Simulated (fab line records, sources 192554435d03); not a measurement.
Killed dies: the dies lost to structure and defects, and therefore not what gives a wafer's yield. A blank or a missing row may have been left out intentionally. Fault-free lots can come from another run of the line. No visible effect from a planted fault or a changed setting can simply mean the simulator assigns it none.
One fault through the eyes of 2 desks ; flow n5-finfet ; what lay behind the numbers comes last; until then each desk has only its own

## FROM THE METROLOGY DESK
Lot by lot, what the gauges showed, no matter which tool ran the lot: averages of those sampled wafers that carry a number. The brackets show how far a lot's mean lies from the usual mean; more than 4 standard deviations puts the lot out of limits, marked OUT. Readings shown: 7 out of 13 (the first out of limits, and those lying furthest out on some lot).
Columns: A = DIBL_N at N5_BEOL_M4_RC_MEAS_101, usual 36.0 mV/V; B = DIBL_P at N5_BEOL_M4_RC_MEAS_101, usual 36.0 mV/V; C = ION_N at N5_BEOL_M4_RC_MEAS_101, usual 672 uA/um; D = SS_N at N5_BEOL_M4_RC_MEAS_101, usual 71.5 mV/dec; E = SS_P at N5_BEOL_M4_RC_MEAS_101, usual 73.2 mV/dec; F = trench-depth-nm at N5_BEOL_M10_OCD_MEAS_38, usual 145.9 nm; G = cd-nm at N5_BEOL_M10_CD_MEAS_35, usual 70.1 nm
lot;first seen here;A;B;C;D;E;F;G
L946;day 11 04:40;34.7;34.4;678;70.7;72.9;144.9;70.5
L955;day 13 00:03;33.9;34.7;662;71.2;73.0;22.5 (-44) OUT;69.4
L959;day 13 23:21;37.4;35.6;670;71.7;73.8;143.9;70.2
L957;day 13 23:53;33.9;34.1;675;71.2;72.3;18.9 (-45) OUT;-
This desk finds L955, L957 out of limits, L955 being first, at day 15 13:53 (trench-depth-nm at N5_BEOL_M10_OCD_MEAS_38). L946, L959 stayed within limits.

## TOOL OWNER'S DESK, pvd-sputter-02
The tool's own readings at N5_BEOL_M10_HM_DEP_02 (deposits TiN, target thk 20 nm): means of the sampled wafers that have a number, for each lot that ran on this tool. The brackets show how far a lot's mean lies from the usual mean; more than 4 standard deviations puts the lot out of limits, marked OUT.
Columns: A = chamber-pressure-pa at N5_BEOL_M10_HM_DEP_02, usual 0.4999 Pa; B = throttle-valve-pct at N5_BEOL_M10_HM_DEP_02, usual 29.7 %
lot;first seen here;A;B
L946;day 13 11:25;0.4998;29.3
L955;day 15 09:10;0.4997;30.4
L957;day 16 09:54;0.5005;29.2
This desk's finding: nothing out of limits on any of the 3 lots.

## BROUGHT TOGETHER
On L955, L957, the metrology desk was in a position to raise an alarm at day 15 13:53.
The desk of the tool owner found nothing out of limits.
On record at the tool owner's desk: L955, L957, within its limits.
N5_BEOL_M10_HM_DEP_02 was run on pvd-sputter-02 by each of the lots named.

## WHAT WAS PUT IN BY THE SIMULATOR
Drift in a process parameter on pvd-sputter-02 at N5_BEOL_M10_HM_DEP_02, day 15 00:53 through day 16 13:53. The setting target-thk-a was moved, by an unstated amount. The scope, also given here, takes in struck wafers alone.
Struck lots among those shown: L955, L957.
Time in hours between the start of the fault and the first out-of-limits reading at each desk: metrology desk, 13.
